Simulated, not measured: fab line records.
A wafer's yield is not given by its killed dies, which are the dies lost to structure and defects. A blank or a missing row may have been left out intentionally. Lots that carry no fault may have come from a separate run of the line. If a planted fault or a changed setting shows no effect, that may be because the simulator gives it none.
Chamber matching + flow nandHarc + NHARC_A_STAIRCASE_DESCUM_186 on rieDiel-05 has 4 sister chambers
The step chemistry O2, time 3 s. 4 wafers are shown with their chamber, then 8 later ones without.

== WAFERS, EACH WITH ITS CHAMBER ==
| wafer  | chamber | drypumpMotorCurrentA (A) |
|--------|---------|--------------------------|
| L089.3 | 0       | 5.8                      |
| L086.5 | 2       | 6.2                      |
| L086.6 | 3       | 6.6                      |
| L097.1 | 1       | 5.9                      |

== WAFERS WITHOUT THEIR CHAMBER ==
| wafer  | drypumpMotorCurrentA (A) |
|--------|--------------------------|
| L097.2 | 6.2                      |
| L097.4 | 5.8                      |
| L095.1 | 5.8                      |
| L095.2 | 6.2                      |
| L095.5 | 6.6                      |
| L096.2 | 5.9                      |
| L096.3 | 6.7                      |
| L096.6 | 6.7                      |

== THE CHAMBER EACH PASSED THROUGH ==
| wafer  | from the rows above | in truth |
|--------|---------------------|----------|
| L097.2 | 2                   | 2        |
| L097.4 | 0                   | 0        |
| L095.1 | 0                   | 0        |
| L095.2 | 2                   | 2        |
| L095.5 | 3                   | 3        |
| L096.2 | 1                   | 1        |
| L096.3 | 3                   | 3        |
| L096.6 | 3                   | 3        |
Placed correctly: 8 of 8. Number that these rows cannot place: 0. Number placed wrongly: 0.
How it was worked out, from the rows above alone: a wafer's distance from a chamber is the root of the sum, over the readings, of the square of ((its reading less the chamber's mean) divided by the reading's scatter). If the next closest chamber is less than 2 further off than the closest, the wafer can't be placed; otherwise it belongs to the closest. For every chamber, the mean is computed from those of its wafers that are shown. The scatter: with one shown wafer a chamber, the root of the mean of the squares of how far each hidden wafer lies from its nearest shown one.
